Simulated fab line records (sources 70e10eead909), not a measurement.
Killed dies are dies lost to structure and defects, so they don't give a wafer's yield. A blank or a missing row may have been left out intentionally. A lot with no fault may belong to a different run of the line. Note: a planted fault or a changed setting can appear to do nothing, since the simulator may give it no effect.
fab line records ; flow nandHarc
[record] lots = 13; wafers = 39; lastDay = 33
route steps=1302 shown A_CHANNEL_FILL_D1@500 A_DECK1_JOINT@539 A_ONON_D2@545 END@1302
lots untouched by any fault: they come from a run of this same line in which no faults occurred
startH: the number of hours between the record's first day and the start of the first shown wafer of the lot ; waitH: hours since the lot's step before ; " same as the row above ; L1.1+2: a single row standing in for several wafers ; - no value, or no start given ; * or withheld: withheld ; < > ~ a bound
route shown NAME@n: a module of which the file shows steps, and the number in the route of the first ; usual: average and standard deviation across the fault-free wafers ; same: alike in all rows ; chamber/n: place in a boat ; sites: readings site by site ; _std_site: standard deviation of those values ; _edge_site: the outer-site mean with the inner-site mean subtracted ; radiusMm: for every site, how far away it sits from the centre of the wafer ; mask NAME#n: copy n ; behind: tool/chamber where the wafer was last shaped ; hold: why the lot was held/for how many hours/how that ended ; device: names the non-switching transistor (n, p or np) ; end of line: the tests these same wafers got at the end of their route ; step lacking rows: just its recipe ; killed: dies lost to structure and defects at the first sort, not the wafer's yield ; map: shows each die of a wafer: x if killed, . if not, _ if none is there
set.NAME: the setting that was run; set.NAME@STEP: the one run at that earlier step ; model.NAME: the simulator's own value behind a step, which no gauge read
one table for each step of the route and one row for each wafer, over a sample of lots
services: the hour from which a tool's chamber was out of use, counted from the record's first day as startH (under 0 if before that day), plus the number of hours and why
[[steps]]
[step NHARC_A_CHANNEL_FILL_D1_ETCHBACK_20]
[recipe] targetDepthA = 270; timeS = 13.5; c4f8FlowSccm = withheld; o2FlowSccm = 8; arFlowSccm = withheld; rfW = 600; biasW = 1500; chemistry = C4F8/O2/Ar
[usual] chamberPressureMTorr = 25.002/0.025; oesProductAu = 0.96/0.038; rfVppV = 978/7.2
lot.wafer;tool;chamber;startH;waitH;chamberPressureMTorr;oesProductAu;rfHoursCounterH;rfVppV
L393.3;rieDiel-11;2;207.55;-;24.993;1.02;7;968
L393.1;rieDiel-11;1;207.55;-;24.993;1.00;8;979
L393.6;rieDiel-11;3;207.55;-;25.022;1.01;-;985
L394.3;rieDiel-08;0;217.67;-;25.036;0.99;0;970
L394.4;rieDiel-08;1;217.67;-;25.023;1.00;0;981
L394.2;rieDiel-08;2;217.67;-;25.014;1.00;0;988
L395.3;rieDiel-11;2;237.89;-;25.008;0.93;9;969
L395.1;rieDiel-11;3;237.89;-;25.015;0.93;8;986
L395.2;rieDiel-11;0;237.89;-;24.988;0.93;8;976
L397.2;rieDiel-03;2;249.42;-;24.974;0.92;9;987
L397.3;rieDiel-03;3;249.42;-;24.971;0.93;2;976
L397.5;rieDiel-03;2;249.42;-;24.997;0.92;-;987
L399.1;rieDiel-08;2;268.69;-;24.975;1.00;2;988
L399.2;rieDiel-08;3;268.69;-;25.017;0.99;2;988
L399.5;rieDiel-08;2;268.69;-;25.026;0.99;-;989
L398.3;rieDiel-11;1;268.71;-;25.027;1.00;0;980
L398.2;rieDiel-11;0;268.71;-;24.948;0.99;0;975
L398.5;rieDiel-11;1;268.71;-;24.959;1.00;-;979
L406.4;rieDiel-03;2;334.86;-;25.017;1.00;1;988
L406.3;rieDiel-03;3;334.86;-;25.023;1.00;2;974
L406.2;rieDiel-03;0;334.86;-;24.958;1.01;2;974
L408.3;rieDiel-11;0;370.03;-;25.012;0.92;6;976
L408.1;rieDiel-11;1;370.03;-;24.955;0.92;7;978
L408.4;rieDiel-11;3;370.03;-;24.980;0.92;7;985
L407.3;rieDiel-03;1;370.05;-;25.017;0.97;4;968
L407.4;rieDiel-03;2;370.05;-;25.024;0.98;2;988
L407.6;rieDiel-03;0;370.05;-;25.010;0.97;-;976
L410.3;rieDiel-03;3;387.03;-;24.999;1.01;6;975
L410.4;rieDiel-03;1;387.03;-;24.986;1.01;5;969
L410.1;rieDiel-03;2;387.03;-;24.999;1.02;4;988
L414.4;rieDiel-11;3;420.57;-;24.984;0.93;9;986
L414.1;rieDiel-11;0;420.57;-;24.998;0.93;9;975
L414.5;rieDiel-11;3;420.57;-;25.032;0.92;-;987
L415.1;rieDiel-03;0;427.59;-;25.009;0.92;9;973
L415.6;rieDiel-03;1;427.59;-;25.004;0.92;-;967
L415.5;rieDiel-03;2;427.59;-;25.038;0.94;-;988
L416.2;rieDiel-03;2;441.20;-;25.001;0.92;8;987
L416.1;rieDiel-03;3;441.20;-;25.045;0.92;10;974
L416.6;rieDiel-03;3;441.20;-;24.954;0.93;-;976
[step NHARC_A_DECK1_JOINT_CMP_02]
[recipe] material = SiOx
[usual] motorCurrentA = 11.5/0.94
lot.wafer;tool;chamber;startH;waitH;motorCurrentA
L393.3;cmp-01;0;261.48;0.4;12.2
L393.1;cmp-01;3;261.48;0.4;10.4
L393.6;cmp-01;0;261.48;0.4;12.0
L394.2;cmp-03;1;279.14;0.4;12.1
L394.3;cmp-03;2;279.14;0.4;10.8
L394.4;cmp-03;0;279.14;0.4;9.9
L397.3;cmp-04;1;301.66;0.4;11.0
L397.2;cmp-04;3;301.66;0.4;13.0
L397.5;cmp-04;2;301.66;0.4;10.4
L395.3;cmp-03;0;306.64;0.4;10.5
L395.1;cmp-03;1;306.64;0.4;12.0
L395.2;cmp-03;2;306.64;0.4;10.9
L399.1;cmp-04;2;327.95;0.4;10.9
L399.2;cmp-04;3;327.95;0.4;13.1
L399.5;cmp-04;2;327.95;0.4;10.5
L398.3;cmp-03;1;327.95;0.4;12.0
L398.2;cmp-03;3;327.95;0.4;11.7
L398.5;cmp-03;0;327.95;0.4;9.6
L406.3;cmp-03;3;406.91;0.4;11.2
L406.2;cmp-03;0;406.91;0.4;9.9
L406.4;cmp-03;1;406.91;0.4;12.0
L407.4;cmp-01;1;428.78;0.4;12.4
L407.3;cmp-01;2;428.78;0.4;11.9
L407.6;cmp-01;1;428.78;0.4;12.3
L408.4;cmp-04;3;428.80;0.4;13.0
L408.3;cmp-04;0;428.80;0.4;11.0
L408.1;cmp-04;1;428.80;0.4;10.9
L410.3;cmp-03;2;447.15;0.4;11.4
L410.1;cmp-03;0;447.15;0.4;9.8
L410.4;cmp-03;1;447.15;0.4;11.6
L414.4;cmp-03;2;476.79;0.4;10.9
L414.1;cmp-03;1;476.79;0.4;12.0
L414.5;cmp-03;3;476.79;0.4;11.2
L415.1;cmp-01;2;489.79;0.4;11.4
L415.6;cmp-01;1;489.79;0.4;13.1
L415.5;cmp-01;2;489.79;0.4;11.7
L416.2;cmp-01;2;498.91;0.4;11.8
L416.1;cmp-01;1;498.91;0.4;12.8
L416.6;cmp-01;3;498.91;0.4;10.6
[step NHARC_A_DECK1_JOINT_THK_MEAS_17]
[recipe] thkMeasGauge = ellipsometry
[usual] thkNm = 44.8/1.1
lot.wafer;tool;chamber;startH;waitH;thkNm
L393.1;filmMetro-01;-;262.15;0.2;45.4
L393.3;filmMetro-01;-;262.15;0.2;43.7
L393.6;filmMetro-01;-;262.15;0.2;45.7
L394.2;filmMetro-01;-;279.83;0.3;44.9
L394.3;filmMetro-01;-;279.83;0.3;44.1
L394.4;filmMetro-01;-;279.83;0.3;46.9
L397.2;filmMetro-01;-;302.33;0.2;44.9
L397.3;filmMetro-01;-;302.33;0.2;44.6
L397.5;filmMetro-01;-;302.33;0.2;44.3
L395.1;filmMetro-01;-;307.31;0.2;46.0
L395.2;filmMetro-01;-;307.31;0.2;45.7
L395.3;filmMetro-01;-;307.31;0.2;45.0
L399.1;filmMetro-01;-;328.59;0.3;45.2
L399.2;filmMetro-01;-;328.59;0.3;44.5
L399.5;filmMetro-01;-;328.59;0.3;44.1
L398.2;filmMetro-02;-;328.60;0.2;43.1
L398.3;filmMetro-02;-;328.60;0.2;44.7
L398.5;filmMetro-02;-;328.60;0.2;41.9
L406.2;filmMetro-02;-;407.58;0.3;44.6
L406.3;filmMetro-02;-;407.58;0.3;44.6
L406.4;filmMetro-02;-;407.58;0.3;45.5
L407.3;filmMetro-01;-;429.45;0.3;43.0
L407.4;filmMetro-01;-;429.45;0.3;43.7
L407.6;filmMetro-01;-;429.45;0.3;45.9
L408.1;filmMetro-02;-;429.45;0.2;44.9
L408.3;filmMetro-02;-;429.45;0.2;44.1
L408.4;filmMetro-02;-;429.45;0.2;44.2
L410.1;filmMetro-01;-;447.83;0.2;45.7
L410.3;filmMetro-01;-;447.83;0.2;45.3
L410.4;filmMetro-01;-;447.83;0.2;44.5
L414.1;filmMetro-02;-;477.46;0.2;43.0
L414.4;filmMetro-02;-;477.46;0.2;45.8
L414.5;filmMetro-02;-;477.46;0.2;45.7
L415.1;filmMetro-01;-;490.43;0.2;45.2
L415.5;filmMetro-01;-;490.43;0.2;45.1
L415.6;filmMetro-01;-;490.43;0.2;45.5
L416.1;filmMetro-01;-;499.58;0.3;43.0
L416.2;filmMetro-01;-;499.58;0.3;46.0
L416.6;filmMetro-01;-;499.58;0.3;45.5
[step NHARC_A_ONON_D2_DEP_00]
[recipe] targetThkA = 10000; n2FlowSccm = 2750; n2oFlowSccm = 2000; nh3FlowSccm = 500; sih4FlowSccm = 210; tempC = 400
lot.wafer;tool;chamber;startH;waitH
L393.1+3+6;pecvdOnon-04;0;262.25;0.1
L394.2+3+4;pecvdOnon-02;0;279.99;0.1
L397.2+3+5;pecvdOnon-02;0;302.48;0.1
L395.1+2+3;pecvdOnon-03;0;307.42;0.1
L399.1+2+5;pecvdOnon-02;0;328.69;0.1
L398.2+3+5;pecvdOnon-03;0;328.76;0.1
L406.2+3+4;pecvdOnon-02;0;407.74;0.1
L408.1+3+4;pecvdOnon-04;0;429.66;0.2
L407.3+4+6;pecvdOnon-02;0;429.67;0.2
L410.1+3+4;pecvdOnon-04;0;447.93;0.1
L414.1+4+5;pecvdOnon-03;0;477.56;0.1
L415.1+5+6;pecvdOnon-04;0;490.53;0.1
L416.1+2+6;pecvdOnon-02;0;499.68;0.1
[step NHARC_A_ONON_D2_THK_MEAS_02]
[recipe] thkMeasGauge = ellipsometry
[usual] thkNm = 1003/10
lot.wafer;tool;chamber;startH;waitH;thkNm
L393.1;filmMetro-01;-;262.76;-;1003
L393.3;filmMetro-01;-;262.76;-;1004
L393.6;filmMetro-01;-;262.76;-;1003
L394.2;filmMetro-01;-;280.45;-;994
L394.3;filmMetro-01;-;280.45;-;996
L394.4;filmMetro-01;-;280.45;-;993
L397.2;filmMetro-01;-;302.94;-;982
L397.3;filmMetro-01;-;302.94;-;983
L397.5;filmMetro-01;-;302.94;-;981
L395.1;filmMetro-01;-;307.93;-;1004
L395.2;filmMetro-01;-;307.93;-;1002
L395.3;filmMetro-01;-;307.93;-;1004
L399.1;filmMetro-01;-;329.21;-;1019
L399.2;filmMetro-01;-;329.21;-;1021
L399.5;filmMetro-01;-;329.21;-;1019
L398.2;filmMetro-02;-;329.21;-;1005
L398.3;filmMetro-02;-;329.21;-;1003
L398.5;filmMetro-02;-;329.21;-;1004
L406.2;filmMetro-01;-;408.19;-;1660
L406.3;filmMetro-01;-;408.19;-;1660
L406.4;filmMetro-01;-;408.19;-;1661
L407.3;filmMetro-02;-;430.06;-;1655
L407.4;filmMetro-02;-;430.06;-;1655
L407.6;filmMetro-02;-;430.06;-;1655
L408.1;filmMetro-02;-;430.17;-;998
L408.3;filmMetro-02;-;430.17;-;998
L408.4;filmMetro-02;-;430.17;-;996
L410.1;filmMetro-02;-;448.44;-;1006
L410.3;filmMetro-02;-;448.44;-;1004
L410.4;filmMetro-02;-;448.44;-;1006
L414.1;filmMetro-01;-;478.08;-;1003
L414.4;filmMetro-01;-;478.08;-;1001
L414.5;filmMetro-01;-;478.08;-;1002
L415.1;filmMetro-01;-;491.04;-;1000
L415.5;filmMetro-01;-;491.04;-;1001
L415.6;filmMetro-01;-;491.04;-;1001
L416.1;filmMetro-01;-;500.19;-;991
L416.2;filmMetro-01;-;500.19;-;991
L416.6;filmMetro-01;-;500.19;-;992
[step NHARC_END_SORT_01]
[recipe] tempC = 25
[usual] killedAtArray = 52/16; killedAtOther = 0.8/1.1; killedAtPeriphery = 4.2/2.5; killedDies = 57/16; killedOpen = 3.4/2; killedShort = 2.6/1.6
[same] grossDies = 677
lot.wafer;tool;chamber;startH;waitH;killedAtArray;killedAtOther;killedAtPeriphery;killedDies;killedOpen;killedShort
L406.2;prober-01;0;691.54;2.8;673;1;3;677;5;5
L406.3;prober-01;0;692.33;3.1;671;0;6;677;3;1
L406.4;prober-01;0;693.13;3.4;674;0;3;677;1;1
L407.3;prober-01;0;709.83;3.1;673;2;2;677;1;3
L407.4;prober-01;0;710.64;3.4;675;0;2;677;1;5
L407.6;prober-01;0;712.25;4.0;675;0;2;677;4;0
// killed by level:class
L406.2 A_ONON_D2:areaDep=625 A_CHANNEL_HOLE_D2:chamberFilmFlake=15 A_CONTACT:chamberFilmFlake=9 A_STAIRCASE:chamberFilmFlake=6 A_SLIT:chamberFilmFlake=4 A_WL_FILL:geometricParticle:short=2 A_CHANNEL_HOLE_D1:chamberFilmFlake=2 P_GATE:geometricParticle:open=1
L406.3 A_ONON_D2:areaDep=628 A_CHANNEL_HOLE_D2:chamberFilmFlake=16 A_CONTACT:chamberFilmFlake=10 A_CHANNEL_HOLE_D1:chamberFilmFlake=7 A_SLIT:chamberFilmFlake=4 P_ZERO_WELL:chamberFilmFlake=3 A_STAIRCASE:chamberFilmFlake=2 P_CONTACT:geometricParticle:open=1
L406.4 A_ONON_D2:areaDep=626 A_CHANNEL_HOLE_D2:chamberFilmFlake=20 A_CONTACT:chamberFilmFlake=9 A_CHANNEL_HOLE_D1:chamberFilmFlake=6 A_STAIRCASE:chamberFilmFlake=4 P_ZERO_WELL:chamberFilmFlake=3 A_SLIT:chamberFilmFlake=3 A_WL_FILL:chamberFilmFlake=2
L407.3 A_ONON_D2:areaDep=627 A_CHANNEL_HOLE_D1:chamberFilmFlake=33 A_STAIRCASE:chamberFilmFlake=4 A_SLIT:chamberFilmFlake=2 A_CONTACT:chamberFilmFlake=2 A_ONON_D1:geometricParticle:open=1 A_ONON_D1:geometricParticle:short=1 A_CHANNEL_HOLE_D1:geometricParticle:short=1
L407.4 A_ONON_D2:areaDep=644 A_CHANNEL_HOLE_D1:chamberFilmFlake=20 A_ONON_D1:geometricParticle:short=2 A_WL_FILL:geometricParticle:short=2 P_STI:chamberFilmFlake=2 A_STAIRCASE:chamberFilmFlake=2 A_CONTACT:chamberFilmFlake=2 A_CHANNEL_FILL_D1:geometricParticle:short=1
L407.6 A_ONON_D2:areaDep=639 A_CHANNEL_HOLE_D1:chamberFilmFlake=25 A_STAIRCASE:chamberFilmFlake=4 A_CONTACT:chamberFilmFlake=3 P_CONTACT:geometricParticle:open=1 A_CHANNEL_FILL_D1:geometricParticle:open=1 A_DECK1_JOINT:geometricParticle:open=1 A_M0:geometricParticle:open=1
[[services]]
tool;chamber;startH;hours;kind
pecvdOnon-02;-;185.16;13.0;pm
cmp-01;-;185.50;4.0;pm
cmp-03;-;201.72;1.2;repair
cmp-03;-;218.32;3.2;repair
rieDiel-03;-;246.68;0.6;repair
rieDiel-11;-;255.50;9.0;pm
cmp-03;-;260.05;4.0;pm
rieDiel-03;-;281.40;9.0;pm
cmp-03;-;300.79;0.4;repair
rieDiel-03;2;316.68;10.1;repair
cmp-03;-;358.05;4.0;pm
pecvdOnon-02;-;366.16;13.0;pm
rieDiel-11;3;397.19;6.1;repair
rieDiel-03;0;406.18;4.5;repair
cmp-03;-;426.25;1.3;repair
rieDiel-11;3;431.97;4.8;repair
rieDiel-11;-;432.50;9.0;pm
rieDiel-03;-;442.84;1.1;repair
rieDiel-11;1;447.31;12.3;repair
cmp-03;-;447.66;1.4;repair
cmp-03;-;456.08;4.0;pm
rieDiel-03;-;458.40;9.0;pm
cmp-03;-;488.74;2.6;repair
rieDiel-11;1;489.39;3.7;repair
[[key]]
[firstSign] step = NHARC_A_ONON_D2_THK_MEAS_02; reading = thkNm; direction = up; sigmas = 64; usual = 1003; struck = 1658
[effect] step = NHARC_END_SORT_01; reading = killedAtArray; direction = up; sigmas = 39; usual = 52; struck = 674
[moreKillsBornAt] NHARC_A_ONON_D2_DEP_00@pecvdOnon-02 = 3789
metAt NHARC_A_ONON_D2_DEP_00
struckLots L406,L407
struckWafers L406.2,L406.3,L406.4,L407.3,L407.4,L407.6
laterRowsLeftOut L406.2,L406.3,L406.4,L407.3,L407.4,L407.6
testerLeftOut L406,L407
notActingAt NHARC_A_CHANNEL_FILL_D1_ETCHBACK_20,NHARC_A_DECK1_JOINT_CMP_02,NHARC_A_DECK1_JOINT_THK_MEAS_17
onsetBetween 328.69 407.74
[fault] kind = processParameterDrift; tool = pecvdOnon-02; chamber = 0; onsetH = 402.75; steps = NHARC_A_ONON_D2_DEP_00; channel = targetThkA; offset = *; shape = step; endH = 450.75; actsIn = *; stated = *
// testerLeftOut: of these lots the tester's yield and bins aren't shown, on N5 and GAA mostly nor the transistor test; their killed dies are dies lost to structure and defects alone, not to doping, threshold or leakage, so they don't give the yield
// laterRowsLeftOut: the simulator's readings of these wafers behind a module that went badly wrong aren't trusted and aren't shown, but for the sort
